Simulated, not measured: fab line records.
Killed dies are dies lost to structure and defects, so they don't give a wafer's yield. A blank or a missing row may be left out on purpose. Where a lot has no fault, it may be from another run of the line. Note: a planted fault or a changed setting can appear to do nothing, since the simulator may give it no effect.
Which tool was responsible? ; flow nand_harc ; Sampling: 12 lots, 36 wafers, 4 of 1302 route steps

== WHAT EACH GAUGE READ, for each wafer ==
NHARC_P_GATE_CD_MEAS_91 targets a cd of 2000 nm. Usual: 1999.8 nm for cd_nm, sd 1.5.
lot;measured;on;cd_nm (nm);flag
L437;day 5 16:01;cd_sem-03;1998.1 1999.7 1998.2;
L439;day 6 15:05;cd_sem-03;2001.2 2000.8 2001.4;
L440;day 6 21:33;cd_sem-01;1997.3 1999.2 1997.6;
L441;day 7 06:38;cd_sem-01;2000.0 1998.5 1999.2;
L443;day 8 04:33;cd_sem-03;2000.6 1999.0 2001.5;
L444;day 8 13:20;cd_sem-02;1998.5 1997.8 1997.4;
L445;day 9 05:28;cd_sem-03;2000.2 2000.7 2001.6;
L446;day 9 20:09;cd_sem-01;2055.8 2055.1 2056.1;OFF
L454;day 12 12:43;cd_sem-02;1999.6 2000.4 1999.3;
L458;day 14 07:52;cd_sem-01;2000.8 2000.5 2000.3;
L459;day 15 00:33;cd_sem-03;2003.0 2002.4 2001.9;
L460;day 15 01:20;cd_sem-02;1998.9 2002.4 2001.4;

== EACH LOT AND THE TOOL THAT RAN IT (in order: tool; ch and the chambers of the sampled wafers; start) ==
lot;NHARC_P_GATE_ETCHBACK_37;NHARC_P_GATE_STRIP_75;NHARC_P_GATE_EXPOSE_88
L437;rie_diel-01 ch 2,3, day 5 13:20 or earlier;plasma_asher-01 ch 0,1, day 5 13:20;krf_scanner-04 ch 0, day 5 15:52
L439;rie_diel-07 ch 0,1,3, day 6 12:28 or earlier;plasma_asher-02 ch 0,1, day 6 12:28;krf_scanner-02 ch 0, day 6 14:56
L440;rie_diel-07 ch 0,1, day 6 18:56 or earlier;plasma_asher-02 ch 0,1, day 6 18:56;krf_scanner-04 ch 0, day 6 21:23
L441;rie_diel-07 ch 0,1,2, day 7 04:08 or earlier;plasma_asher-02 ch 1, day 7 04:08;krf_scanner-03 ch 0, day 7 06:28
L443;rie_diel-05 ch 0,3, day 8 02:03 or earlier;plasma_asher-02 ch 0,1, day 8 02:03;krf_scanner-02 ch 0, day 8 04:24
L444;rie_diel-01 ch 1,2,3, day 8 10:41 or earlier;plasma_asher-01 ch 0,1, day 8 10:41;krf_scanner-03 ch 0, day 8 13:11
L445;rie_diel-05 ch 1,2, day 9 02:56 or earlier;plasma_asher-02 ch 0,1, day 9 02:56;krf_scanner-03 ch 0, day 9 05:18
L446;rie_diel-07 ch 2,3, day 9 17:47 or earlier;plasma_asher-01 ch 0,1, day 9 17:47;krf_scanner-03 ch 0, day 9 20:00
L454;rie_diel-01 ch 0,1,3, day 12 10:05 or earlier;plasma_asher-01 ch 0,1, day 12 10:05;krf_scanner-03 ch 0, day 12 12:34
L458;rie_diel-07 ch 0,1, day 14 05:21 or earlier;plasma_asher-02 ch 0,1, day 14 05:21;krf_scanner-04 ch 0, day 14 07:43
L459;rie_diel-01 ch 1,2, day 14 21:23 or earlier;plasma_asher-02 ch 0,1, day 14 21:23;krf_scanner-03 ch 0, day 15 00:24
L460;rie_diel-07 ch 0,3, day 14 22:13 or earlier;plasma_asher-01 ch 0, day 14 22:13;krf_scanner-02 ch 0, day 15 01:11
- NHARC_P_GATE_ETCHBACK_37: etches the open film in CHF3/O2, target depth 34.5 nm, time 17.2 s.
- NHARC_P_GATE_STRIP_75: strips in O2.
- NHARC_P_GATE_EXPOSE_88: exposes mask P HVN, target cd 2000 nm.

== AS READ BY THE TOOLS THEMSELVES (means over the sampled wafers that have a number; for cases with no such wafer, the mark the record gives instead) ==
NHARC_P_GATE_ETCHBACK_37. Usual: drypump_motor_current_A 5.8 A, standard deviation 0.53; oes_product_au 0.95 a.u., standard deviation 0.034; rf_vpp_V 372.1 V, standard deviation 2.2; showerhead_plenum_p_Torr 2.47 Torr, standard deviation 0.089; throttle_valve_pct 20.574 %, standard deviation 0.0092.
lot;tool;drypump_motor_current_A (A);oes_product_au (a.u.);rf_vpp_V (V);showerhead_plenum_p_Torr (Torr);throttle_valve_pct (%);flag
L437;rie_diel-01;5.2;1.00;370.8;2.39;20.571;
L439;rie_diel-07;5.9;1.00;371.5;2.48;20.577;
L440;rie_diel-07;6.1;0.92;370.5;2.39;20.574;
L441;rie_diel-07;5.8;0.94;371.9;2.46;20.581;
L443;rie_diel-05;5.9;0.93;372.5;2.49;20.567;
L444;rie_diel-01;5.5;0.92;371.2;2.42;20.576;
L445;rie_diel-05;6.5;0.93;371.2;2.43;20.570;
L446;rie_diel-07;5.7;0.93;373.7;2.55;20.581;
L454;rie_diel-01;6.0;0.94;372.1;2.48;20.572;
L458;rie_diel-07;5.7;0.94;371.5;2.47;20.575;
L459;rie_diel-01;5.2;1.01;371.3;2.41;20.563;
L460;rie_diel-07;5.4;0.92;374.1;2.56;20.582;

NHARC_P_GATE_STRIP_75. Usual: drypump_motor_current_A 5.5 A, standard deviation 0.49; heater_power_w 340 W, standard deviation 21.
lot;tool;drypump_motor_current_A (A);heater_power_w (W);flag
L437;plasma_asher-01;5.8;315;
L439;plasma_asher-02;5.1;349;
L440;plasma_asher-02;5.1;347;
L441;plasma_asher-02;5.8;367;
L443;plasma_asher-02;5.1;351;
L444;plasma_asher-01;5.8;323;
L445;plasma_asher-02;5.4;354;
L446;plasma_asher-01;5.9;327;
L454;plasma_asher-01;5.9;323;
L458;plasma_asher-02;5.5;347;
L459;plasma_asher-02;5.1;348;
L460;plasma_asher-01;6.0;299;

== THE ANSWER, worked out from the rows above alone ==
Rule: a lot counts as off when the mean over its wafers that have a number is more than 3 standard deviations away from the usual mean. A lot without any number at a reading at which 4 lots or more have one is off too. All remaining lots with rows at the step are treated as sound. Order of review: gauges by route order, followed by the tools' own readings, for which a lot's mean as printed above is used. The first step at which some lot is off is used, and at that step the reading that is off furthest; a lot without a number counts as furthest.
Off at NHARC_P_GATE_CD_MEAS_91 (cd_nm): L446.
If a tool, at a process step before that reading, ran all the lots that are off and no sound lot after the first of them, it fits. The gauges at NHARC_P_GATE_CD_MEAS_91 are tried like those tools. Because NHARC_P_GATE_ETCHBACK_37 lacks a start for some lots, the hours and order of its lots are taken from NHARC_P_GATE_STRIP_75. No candidate that was tried fits.

== WHAT HAD BEEN PUT IN BY THE SIMULATOR ==
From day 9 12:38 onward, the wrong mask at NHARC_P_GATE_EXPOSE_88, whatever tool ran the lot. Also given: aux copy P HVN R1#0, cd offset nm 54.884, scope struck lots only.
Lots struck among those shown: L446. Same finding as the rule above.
